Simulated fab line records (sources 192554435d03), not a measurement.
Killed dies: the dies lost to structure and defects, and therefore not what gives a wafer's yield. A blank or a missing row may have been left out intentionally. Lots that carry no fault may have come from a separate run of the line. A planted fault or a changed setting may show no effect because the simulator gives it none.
Matching of chambers	flow n5-finfet	3 sister chambers for N5_BEOL_M0_SAQP_PECVD_03 on pecvd-04
The step deposits SiCN from 3MS/NH3, target thk 12 nm, time 21.1 s. 3 wafers are shown with their chamber, then 7 later ones without.

== WAFERS PAIRED WITH THEIR CHAMBERS ==
wafer	chamber	throttle-valve-pct (%)
L087.3	2	9.2
L087.6	0	9.3
L088.4	1	9.9

== WAFERS WITHOUT THEIR CHAMBER ==
wafer	throttle-valve-pct (%)
L088.5	9.4
L094.1	10.0
L094.5	8.6
L094.6	9.6
L097.2	9.4
L097.3	8.7
L097.5	10.1

== CHAMBER TAKEN BY EACH ==
wafer	from the rows above	in truth
L088.5	can't be placed: 0 or 2 or 1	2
L094.1	can't be placed: 1 or 0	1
L094.5	can't be placed: 2 or 0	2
L094.6	can't be placed: 0 or 1 or 2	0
L097.2	can't be placed: 0 or 2 or 1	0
L097.3	can't be placed: 2 or 0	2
L097.5	can't be placed: 1 or 0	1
Correctly placed: 0 of 7. These rows do not allow placing 7 (true chamber among the candidates in 7). Placed wrongly: 0.
How it was worked out, from the rows above alone: a wafer's distance from a chamber is the root of the sum, over the readings, of the square of ((its reading less the chamber's mean) divided by the reading's scatter). If the next closest chamber is less than 2 further off than the closest, the wafer can't be placed; otherwise it belongs to the closest. For every chamber, the mean is computed from those of its wafers that are shown. The scatter: with one shown wafer a chamber, the root of the mean of the squares of how far each hidden wafer lies from its nearest shown one.
